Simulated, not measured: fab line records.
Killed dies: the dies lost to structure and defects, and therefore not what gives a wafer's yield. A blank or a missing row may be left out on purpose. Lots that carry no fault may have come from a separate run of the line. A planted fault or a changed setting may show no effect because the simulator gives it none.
What tool caused it? | flow nand-harc | Sampling: 13 lots, 39 wafers, 6 of 1159 route steps

== WHAT THE GAUGES SHOWED, per wafer ==
NHARC_P_ZERO_WELL_CD_MEAS_24: the cd target is 720 nm. Usual: cd-nm 720.6 nm, standard deviation 1.7.
lot  | measured    | on        | cd-nm (nm)        | flag
L625 | day 1 20:38 | cd-sem-03 | 720.4 721.4 722.3 |
L627 | day 2 08:29 | cd-sem-01 | 721.5 722.5 722.4 |
L628 | day 2 14:35 | cd-sem-02 | 720.4 719.6 721.8 |
L629 | day 2 20:37 | cd-sem-03 | 723.1 722.5 722.9 |
L630 | day 3 02:36 | cd-sem-03 | 722.4 718.9 721.2 |
L631 | day 3 08:29 | cd-sem-03 | 722.9 721.3 721.5 |
L633 | day 3 20:40 | cd-sem-03 | 721.2 720.2 721.3 |
L634 | day 4 02:37 | cd-sem-01 | 719.3 721.5 719.6 |
L637 | day 4 20:38 | cd-sem-03 | 689.7 689.4 690.2 | OFF
L639 | day 5 08:20 | cd-sem-01 | 721.9 721.7 719.4 |
L643 | day 6 08:35 | cd-sem-01 | 718.9 720.9 718.0 |
L645 | day 6 20:35 | cd-sem-03 | 721.0 718.8 722.7 |
L647 | day 7 08:34 | cd-sem-03 | 720.1 721.5 721.1 |

NHARC_P_ZERO_WELL_CD_MEAS_52: the cd target is 2000 nm. Usual: cd-nm 1999.5 nm, standard deviation 1.6.
lot  | measured    | on        | cd-nm (nm)           | flag
L625 | day 2 16:04 | cd-sem-02 | 1996.6 1998.2 1999.5 |
L627 | day 2 11:52 | cd-sem-03 | 2000.3 1996.2 1999.8 |
L628 | day 2 17:55 | cd-sem-02 | 1997.8 2000.0 2001.9 |
L629 | day 2 23:46 | cd-sem-03 | 2000.2 2002.1 1998.2 |
L630 | day 3 05:38 | cd-sem-01 | 1997.4 1997.8 2000.9 |
L631 | day 3 11:38 | cd-sem-01 | 1999.6 2000.1 2000.0 |
L633 | day 3 23:53 | cd-sem-01 | 1997.8 2002.0 1998.9 |
L634 | day 4 05:49 | cd-sem-01 | 2000.3 2001.6 1999.6 |
L637 | day 4 23:56 | cd-sem-01 | 1997.0 1995.2 1999.1 |
L639 | day 5 11:32 | cd-sem-02 | 2000.4 2000.7 1999.8 |
L643 | day 6 11:46 | cd-sem-01 | 1998.4 2000.5 1996.8 |
L645 | day 6 23:37 | cd-sem-03 | 2002.2 2000.8 2001.5 |
L647 | day 7 11:45 | cd-sem-03 | 1999.6 1999.3 1998.4 |

NHARC_P_STI_OVL_MEAS_10. Usual: overlay-x-nm 1 nm, standard deviation 6.3; overlay-y-nm -1 nm, standard deviation 6.
lot  | measured    | on         | overlay-x-nm (nm) | overlay-y-nm (nm) | flag
L625 | day 3 09:25 | overlay-02 | -1 -2 -1          | 3 2 2             |
L627 | day 3 02:02 | overlay-02 | -5 -5 -4          | -1 -2 -2          |
L628 | day 3 09:16 | overlay-01 | 4 4 5             | -5 -4 -5          |
L629 | day 3 18:07 | overlay-02 | 4 5 5             | -8 -8 -8          |
L630 | day 3 22:59 | overlay-02 | -4 -4 -4          | -8 -7 -7          |
L631 | day 4 06:17 | overlay-01 | 1 0 0             | -11 -10 -11       |
L633 | day 4 19:18 | overlay-01 | 9 9 9             | 5 5 5             |
L634 | day 5 03:52 | overlay-01 | 3 2 3             | 5 4 5             |
L637 | day 5 16:40 | overlay-01 | 5 6 6             | -12 -13 -12       |
L639 | day 6 06:35 | overlay-02 | -3 -3 -3          | -5 -5 -5          |
L643 | day 7 01:48 | overlay-01 | 11 11 11          | 10 10 9           |
L645 | day 7 18:06 | overlay-02 | 8 7 7             | -4 -3 -4          |
L647 | day 8 05:54 | overlay-01 | -6 -6 -7          | 8 8 8             |

NHARC_P_STI_INSPECT_11. Usual: raw-defect-count 5.7, standard deviation 2.9.
lot  | measured    | on                | raw-defect-count | flag
L625 | day 3 09:28 | defect-inspect-01 | 5 3 4            |
L627 | day 3 02:04 | defect-inspect-01 | 3 3 4            |
L628 | day 3 09:18 | defect-inspect-01 | 7 9 7            |
L629 | day 3 18:09 | defect-inspect-01 | 11 8 10          |
L630 | day 3 23:02 | defect-inspect-01 | 7 6 2            |
L631 | day 4 06:19 | defect-inspect-02 | 3 19 12          |
L633 | day 4 19:20 | defect-inspect-01 | 1 4 6            |
L634 | day 5 03:55 | defect-inspect-02 | 9 14 9           |
L637 | day 5 16:43 | defect-inspect-02 | 5 7 5            |
L639 | day 6 06:37 | defect-inspect-02 | 8 2 3            |
L643 | day 7 01:50 | defect-inspect-02 | 6 9 8            |
L645 | day 7 18:08 | defect-inspect-02 | 4 1 6            |
L647 | day 8 05:56 | defect-inspect-01 | 6 4 5            |

NHARC_END_SORT_01. Usual: killed-at-array 29, standard deviation 9.4; killed-at-other 0.7, standard deviation 1.3; killed-at-periphery 2.9, standard deviation 2.1; killed-dies 32, standard deviation 9; killed-open 3.3, standard deviation 1.8; killed-short 1.9, standard deviation 1.4.
lot  | measured     | on        | killed-at-array | killed-at-other | killed-at-periphery | killed-dies | killed-open | killed-short | flag
L634 | day 21 23:14 | prober-01 | 35 22           | 0 0             | 9 7                 | 44 29       | 4 3         | 3 0          |

== EACH LOT AND THE TOOL THAT RAN IT (in order: tool; ch and the chambers of the sampled wafers; start) ==
lot  | NHARC_P_ZERO_WELL_EXPOSE_21
L625 | krf-scanner-03 ch 0, day 1 20:29
L627 | krf-scanner-02 ch 0, day 2 08:20
L628 | krf-scanner-04 ch 0, day 2 14:25
L629 | krf-scanner-02 ch 0, day 2 20:28
L630 | krf-scanner-03 ch 0, day 3 02:26
L631 | krf-scanner-02 ch 0, day 3 08:20
L633 | krf-scanner-03 ch 0, day 3 20:31
L634 | krf-scanner-02 ch 0, day 4 02:28
L637 | krf-scanner-02 ch 0, day 4 20:29
L639 | krf-scanner-02 ch 0, day 5 08:11
L643 | krf-scanner-02 ch 0, day 6 08:26
L645 | krf-scanner-03 ch 0, day 6 20:26
L647 | krf-scanner-04 ch 0, day 7 08:25
- NHARC_P_ZERO_WELL_EXPOSE_21: exposes mask P NWELL, target cd 720 nm.

== AS READ BY THE TOOLS THEMSELVES (means over the sampled wafers that have a number; for cases with no such wafer, the mark the record gives instead) ==
The record holds no such reading with a usual standard deviation.

== THE ANSWER, worked out from the rows above alone ==
Rule: a lot is off if the mean of its wafers that have a number lies more than 3 standard deviations from the usual mean. A lot without any number at a reading at which 4 lots or more have one is off too. All remaining lots with rows at the step are treated as sound. The gauges are gone through in route order, then the tools' own readings, and for those a lot's mean is taken as printed above. At the first step where some lot is off, the reading lying furthest off is the one used; lots without a number count as furthest.
Off: L637 (NHARC_P_ZERO_WELL_CD_MEAS_24, cd-nm).
A tool fits if, at a process step before that reading, it ran every lot that is off, and no sound lot after the first of them. Those tools and the gauges at NHARC_P_ZERO_WELL_CD_MEAS_24 are tried in the same way. None of those tried fits.

== WHAT HAD BEEN PUT IN BY THE SIMULATOR ==
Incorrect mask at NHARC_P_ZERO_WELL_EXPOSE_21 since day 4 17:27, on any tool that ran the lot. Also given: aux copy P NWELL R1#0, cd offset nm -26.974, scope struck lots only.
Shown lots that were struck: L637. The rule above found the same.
